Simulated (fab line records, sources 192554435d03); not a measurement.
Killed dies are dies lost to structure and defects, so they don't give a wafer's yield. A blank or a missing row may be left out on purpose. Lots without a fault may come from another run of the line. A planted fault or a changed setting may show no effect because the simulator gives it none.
Chamber matching | flow n5_finfet | N5_MOL_CONTACT_COAG_ETCH_67 on rie_diel-05: 4 sister chambers
The step etches SOC in N2/H2, target depth 60 nm, overetch 21 nm, time 101.2 s. 4 wafers are shown with their chamber, then 7 later ones without.

WAFERS WITH THEIR CHAMBER
wafer  | chamber | showerhead_plenum_p_Torr (Torr)
L074.4 | 1       | 2.51
L079.4 | 0       | 2.49
L080.3 | 2       | 2.60
L080.5 | 3       | 2.51

WAFERS WITHOUT THEIR CHAMBER
wafer  | showerhead_plenum_p_Torr (Torr)
L080.6 | 2.48
L084.2 | 2.51
L084.3 | 2.48
L084.6 | 2.48
L097.1 | 2.49
L097.2 | 2.49
L097.3 | 2.59

WHICH CHAMBER EACH WENT THROUGH
wafer  | from the rows above     | in truth
L080.6 | 0                       | 0
L084.2 | can't be placed: 1 or 3 | 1
L084.3 | 0                       | 0
L084.6 | 0                       | 0
L097.1 | 0                       | 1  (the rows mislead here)
L097.2 | 0                       | 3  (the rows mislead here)
L097.3 | 2                       | 2
Placed correctly: 4 of 7. Can't be placed from these rows: 1 (the true chamber is among the candidates in 1). Placed wrongly: 2.
How it was worked out, from the rows above alone: a wafer's distance from a chamber is the root of the sum, over the readings, of the square of ((its reading less the chamber's mean) divided by the reading's scatter). The wafer belongs to the nearest chamber; if the next one is less than 2 further off, it can't be placed. A chamber's mean is the mean of its shown wafers. The scatter: with one shown wafer a chamber, the root of the mean of the squares of how far each hidden wafer lies from its nearest shown one.
